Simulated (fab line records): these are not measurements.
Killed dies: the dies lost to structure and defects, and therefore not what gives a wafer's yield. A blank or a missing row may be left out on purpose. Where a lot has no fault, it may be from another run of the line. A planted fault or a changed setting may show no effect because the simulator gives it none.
A lot that was struck, set against a sound lot / flow nand harc / 15 out of 1302 route steps
Sound: wafers L462.3, L462.5, L462.6. Struck: wafer L453.3. (L453.4 of the same lot was not struck and is left out.) The cause comes at the end.
For every step that has rows: the tool of each side, followed by ch and its chambers, followed by its first start. Under that, the readings that differ: sound wafers / struck wafers / difference of the means / sigmas: that difference in standard deviations of wafers without a fault.
alike: readings whose means differ by less than 2 such deviations, and words and numbers that are the same on both sides. not compared: withheld readings, readings that some wafer has no value for, bounds like >300 that may hide the same value, and numbers for which the record gives no deviation and whose values overlap.
The two part at a step that has a row with sigmas, a row that says differs or no value, or rows on one side only. Non-overlapping numbers with no deviation appear without sigmas and do not part them. Lack of a reading on every wafer of one side parts them only where that side has two or more wafers.

first, 6 steps without rows for these wafers: NHARC_A_CHANNEL_HOLE_D1_COAT_04 (resist thk 90 nm); NHARC_A_CHANNEL_HOLE_D1_SOFTBAKE_05 (time 55 s); NHARC_A_CHANNEL_HOLE_D1_EBR_06; NHARC_A_CHANNEL_HOLE_D1_EXPOSE_07 (exposes mask HOLE D1, target cd 100 nm); NHARC_A_CHANNEL_HOLE_D1_PEB_08 (peb time 65 s); NHARC_A_CHANNEL_HOLE_D1_DEVELOP_09 (develop time 35 s).
NHARC_A_CHANNEL_HOLE_D1_CD_MEAS_10 targets a cd of 100 nm.
  sound on cd sem-03 ch 0, day 16 12:09; struck on cd sem-01 ch 0, day 12 20:35
  alike: cd nm
NHARC_A_CHANNEL_HOLE_D1_OVL_MEAS_11:
  struck on overlay-02, day 12 20:40; sound on overlay-02, day 16 12:14
reading=overlay x nm (nm); sound=-1.4 -1.9 -1.6; struck=0.4; difference=+2.0; sigmas=+2
  alike: overlay y nm
NHARC_A_CHANNEL_HOLE_D1_INSPECT_12:
  struck on defect inspect-01, day 12 20:43; sound on defect inspect-02, day 16 12:16
  alike: raw defect count
NHARC_A_CHANNEL_HOLE_D1_DESCUM_15: chemistry O2, time 3 s.
  sound on rie diel-13 ch 0,1,3, day 16 12:21; struck on rie diel-09 ch 0, day 12 20:46
  alike: drypump motor current A, oes product au, rf vpp V, showerhead plenum p Torr, throttle valve pct
  not compared: rf hours counter h
NHARC_A_CHANNEL_HOLE_D1_ETCH_38: etches the open film in CF4, target depth 39 nm, time 65 s.
  sound on rie diel-13 ch 1,2, day 16 12:25; struck on rie diel-09 ch 3, day 12 20:51
reading=drypump motor current A (A); sound=4.7 5.6 4.7; struck=6.6; difference=+1.6; sigmas=+3
  alike: oes product au, rf vpp V, run length s, showerhead plenum p Torr, throttle valve pct
  not compared: rf hours counter h
NHARC_A_CHANNEL_HOLE_D1_ETCH_39: etches the open film in N2/H2, target depth 260 nm, time 325 s.
  sound: rie diel-13 ch 1,2,3; struck: rie diel-09 ch 0
  alike: drypump motor current A, oes product au, rf vpp V, run length s, showerhead plenum p Torr, throttle valve pct
  not compared: rf hours counter h
NHARC_A_CHANNEL_HOLE_D1_ETCH_34: etches the open film in CF4/CHF3, target depth 154 nm, time 77 s.
  sound on rie diel-13 ch 2,3, day 16 12:47; struck on rie diel-09 ch 0, day 12 21:12
reading=run length s (s); sound=98.8 97.8 99.2; struck=91.5; difference=-7.1; sigmas=-13
  alike: drypump motor current A, oes product au, rf vpp V, showerhead plenum p Torr, throttle valve pct
  not compared: rf hours counter h
NHARC_A_CHANNEL_HOLE_D1_ETCH_16: etches the open film in O2/COS, target depth 3100 nm, time 806 s.
  sound: rie diel-13 ch 0,1; struck: rie diel-09 ch 2
  alike: drypump motor current A, oes product au, rf vpp V, run length s, showerhead plenum p Torr, throttle valve pct
  not compared: rf hours counter h
-- break in the record here, with 16 days between the starts of the struck wafers on either side (left off in module A_CHANNEL_HOLE_D1, picked up again in module END, where the first step shown is number 1302 on the route) --
NHARC_END_SORT_01:
  sound on prober-01 ch 0, day 32 01:18; struck on prober-02 ch 0, day 28 12:16
reading=killed at array; sound=23 17 22; struck=101; difference=+80; sigmas=+4
reading=killed dies; sound=27 20 23; struck=103; difference=+80; sigmas=+4
reading=killed short; sound=1 0 4; struck=6; difference=+4; sigmas=+3
  alike: killed at other, killed at periphery, killed open

## WHERE THEY PART
Last at NHARC_END_SORT_01 as far as this record goes, first at NHARC_A_CHANNEL_HOLE_D1_OVL_MEAS_11.

WHY: whatever the simulator had introduced
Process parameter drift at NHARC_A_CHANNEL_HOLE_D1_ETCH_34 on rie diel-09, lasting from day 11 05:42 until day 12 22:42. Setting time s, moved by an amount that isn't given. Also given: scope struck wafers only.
